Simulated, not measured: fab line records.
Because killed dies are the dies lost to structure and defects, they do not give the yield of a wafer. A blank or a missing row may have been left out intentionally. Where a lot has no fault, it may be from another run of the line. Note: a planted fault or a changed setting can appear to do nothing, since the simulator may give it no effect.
Matching of chambers -- flow n5Finfet -- rieDiel-05 running N5_BEOL_M3_DESCUM_33: 4 sister chambers
The step chemistry O2, time 7 s. 8 wafers are shown with their chamber, then 9 later ones without.

== WAFERS PAIRED WITH THEIR CHAMBERS ==
wafer,chamber,drypumpMotorCurrentA (A),throttleValvePct (%)
L078.4,0,5.3,20.22
L084.5,2,5.9,20.21
L083.6,2,5.8,20.20
L087.3,3,6.3,20.41
L087.5,3,6.3,20.41
L089.1,1,5.1,20.25
L089.3,0,5.3,20.23
L089.5,1,5.1,20.26

== WAFERS WITH NO CHAMBER GIVEN ==
wafer,drypumpMotorCurrentA (A),throttleValvePct (%)
L093.2,5.3,20.23
L093.3,6.3,20.44
L093.6,5.9,20.23
L095.4,6.3,20.42
L095.5,6.3,20.44
L095.6,5.3,20.23
L097.2,5.8,20.23
L097.3,5.1,20.28
L097.6,5.9,20.23

== EACH ONE'S CHAMBER ==
wafer,from the rows above,in truth
L093.2,0,0
L093.3,3,3
L093.6,2,2
L095.4,3,3
L095.5,3,3
L095.6,0,0
L097.2,2,2
L097.3,1,1
L097.6,2,2
Correct placement for 9 of the 9. Can't be placed from these rows: 0. Number placed wrongly: 0.
How it was worked out, from the rows above alone: a wafer's distance from a chamber is the root of the sum, over the readings, of the square of ((its reading less the chamber's mean) divided by the reading's scatter). The wafer belongs to the nearest chamber; if the next one is less than 2 further off, it can't be placed. The mean given for a chamber averages the wafers shown for that chamber. How the scatter is found: for the shown wafers, subtract from each reading the mean of its chamber, square and add these, divide the total by (wafers less chambers), then take the root.
